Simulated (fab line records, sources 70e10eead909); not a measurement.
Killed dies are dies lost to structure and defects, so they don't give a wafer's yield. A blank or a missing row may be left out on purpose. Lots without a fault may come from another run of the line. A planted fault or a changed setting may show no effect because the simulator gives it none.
A struck lot beside a sound one | flow nand_harc | 15 steps out of a route of 1302
Sound: wafers L411.3, L411.4, L411.6. Struck: wafer L419.2. (L419.4, L419.5 of the same lot were not struck and are left out.) The cause comes at the end.
At each step with rows: each side's tool, then ch and its chambers, then its first start. Under that, the readings that differ: sound wafers | struck wafers | difference of the means | sigmas: that difference in standard deviations of wafers without a fault.
alike: readings whose means differ by less than 2 such deviations, and words and numbers that are the same on both sides. not compared: withheld readings, readings that some wafer has no value for, bounds like >300 that may hide the same value, and numbers for which the record gives no deviation and whose values overlap.
The two part at a step that has a row with sigmas, a row that says differs or no value, or rows on one side only. Numbers that don't overlap but have no deviation are shown without sigmas and don't part them. A reading that every wafer of one side lacks parts them only if that side has two wafers or more.

first, 7 steps without rows for these wafers: NHARC_A_BLC_COAT_03 (time 65 s); NHARC_A_BLC_COAT_04 (resist thk 90 nm); NHARC_A_BLC_SOFTBAKE_05 (time 55 s); NHARC_A_BLC_EBR_06; NHARC_A_BLC_EXPOSE_07 (exposes mask A BLC, target cd 100 nm); NHARC_A_BLC_PEB_08 (peb time 65 s); NHARC_A_BLC_DEVELOP_09 (develop time 35 s).
NHARC_A_BLC_CD_MEAS_10: target cd 100 nm.
  sound on cd_sem-01 ch 0, day 23 06:21; struck on cd_sem-01 ch 0, day 27 07:51
  alike: cd_nm
NHARC_A_BLC_OVL_MEAS_11:
  sound on overlay-02, day 23 06:26; struck on overlay-02, day 27 07:56
  alike: overlay_x_nm, overlay_y_nm
NHARC_A_BLC_INSPECT_12:
  sound on defect_inspect-01, day 23 06:28; struck on defect_inspect-01, day 27 07:58
  reading          | sound       | struck | difference | sigmas
  raw_defect_count | 109 123 108 | 25     | -88        | -2
NHARC_A_BLC_DESCUM_15: chemistry O2, time 3 s.
  sound on rie_diel-09 ch 0,3, day 23 06:32; struck on rie_diel-05 ch 2, day 27 08:02
  reading                         | sound          | struck | difference | sigmas
  showerhead_plenum_p_Torr (Torr) | 2.04 2.04 2.04 | 1.84   | -0.20      | -3
  alike: chamber_pressure_mTorr, drypump_motor_current_A, oes_product_au, rf_vpp_V, throttle_valve_pct
  not compared: rf_hours_counter_h
NHARC_A_BLC_ETCH_16: etches the open film in CF4, target depth 39 nm, time 65 s.
  sound on rie_diel-09 ch 0,3, day 23 06:37; struck on rie_diel-05 ch 3, day 27 08:07
  reading                | sound                | struck | difference | sigmas
  throttle_valve_pct (%) | 13.269 13.286 13.273 | 13.304 | +0.028     | +3
  alike: bias_w, cf4_flow_sccm, chamber_pressure_mTorr, drypump_motor_current_A, oes_product_au, rf_vpp_V, run_length_s, showerhead_plenum_p_Torr
  not compared: rf_hours_counter_h
NHARC_A_BLC_ETCH_17: etches the open film in N2/H2, target depth 390 nm, time 609.38 s.
  sound on rie_diel-09 ch 0,2,3, day 23 06:47; struck on rie_diel-05 ch 2, day 27 08:15
  reading          | sound             | struck | difference | sigmas
  rf_vpp_V (V)     | 434.4 434.3 426.8 | 427.4  | -4.4       | -2
  run_length_s (s) | 631.2 630.5 631.4 | 521.1  | -109.9     | -99 or more
  alike: chamber_pressure_mTorr, drypump_motor_current_A, oes_product_au, showerhead_plenum_p_Torr, throttle_valve_pct
  not compared: bias_w, rf_hours_counter_h
NHARC_A_BLC_ETCH_18: etches the open film in C4F8/O2/Ar, target depth 910 nm.
  sound on rie_diel-09 ch 0,2,3; struck on rie_diel-05 ch 2
  alike: bias_w, chamber_pressure_mTorr, oes_product_au, rf_vpp_V
  not compared: rf_hours_counter_h
NHARC_END_SORT_01:
  sound on prober-01 ch 0, day 25 05:34; struck on prober-01 ch 0, day 29 08:12
  alike: killed_at_array, killed_at_other, killed_at_periphery, killed_dies, killed_open, killed_short

WHERE THEY PART
First at NHARC_A_BLC_INSPECT_12; last, within this record, at NHARC_A_BLC_ETCH_17. Later steps at which nothing parts them and some readings are alike: NHARC_A_BLC_ETCH_18, NHARC_END_SORT_01.

WHY: what the simulator had put in
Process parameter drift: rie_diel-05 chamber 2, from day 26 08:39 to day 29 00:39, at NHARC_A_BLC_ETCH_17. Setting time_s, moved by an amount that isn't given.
